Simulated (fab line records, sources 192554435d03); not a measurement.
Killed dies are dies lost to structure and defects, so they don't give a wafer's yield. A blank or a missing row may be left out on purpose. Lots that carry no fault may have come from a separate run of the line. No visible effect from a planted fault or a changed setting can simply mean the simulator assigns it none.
Matching of chambers / flow n5_finfet / N5_BEOL_M0_SAQP_STRIP_108 on rie_diel-06 has 4 sister chambers
The step strips in N2/H2. 4 wafers are shown with their chamber, then 7 later ones without.

## WAFERS WITH THEIR CHAMBER
wafer=L088.5; chamber=2; showerhead_plenum_p_Torr (Torr)=3.45
wafer=L091.5; chamber=3; showerhead_plenum_p_Torr (Torr)=3.21
wafer=L092.1; chamber=0; showerhead_plenum_p_Torr (Torr)=3.16
wafer=L092.3; chamber=1; showerhead_plenum_p_Torr (Torr)=3.29

## WAFERS MISSING THEIR CHAMBER
wafer=L092.4; showerhead_plenum_p_Torr (Torr)=3.16
wafer=L093.2; showerhead_plenum_p_Torr (Torr)=3.21
wafer=L093.4; showerhead_plenum_p_Torr (Torr)=3.45
wafer=L093.6; showerhead_plenum_p_Torr (Torr)=3.16
wafer=L094.2; showerhead_plenum_p_Torr (Torr)=3.28
wafer=L094.3; showerhead_plenum_p_Torr (Torr)=3.16
wafer=L094.5; showerhead_plenum_p_Torr (Torr)=3.21

## CHAMBER TAKEN BY EACH
wafer=L092.4; from the rows above=0; in truth=0
wafer=L093.2; from the rows above=3; in truth=3
wafer=L093.4; from the rows above=2; in truth=2
wafer=L093.6; from the rows above=0; in truth=0
wafer=L094.2; from the rows above=1; in truth=1
wafer=L094.3; from the rows above=0; in truth=0
wafer=L094.5; from the rows above=3; in truth=3
Correctly placed: 7 of 7. Not placeable from these rows: 0. Placed wrongly: 0.
How it was worked out, from the rows above alone: a wafer's distance from a chamber is the root of the sum, over the readings, of the square of ((its reading less the chamber's mean) divided by the reading's scatter). If the next closest chamber is less than 2 further off than the closest, the wafer can't be placed; otherwise it belongs to the closest. The mean given for a chamber averages the wafers shown for that chamber. The scatter: with one shown wafer a chamber, the root of the mean of the squares of how far each hidden wafer lies from its nearest shown one.
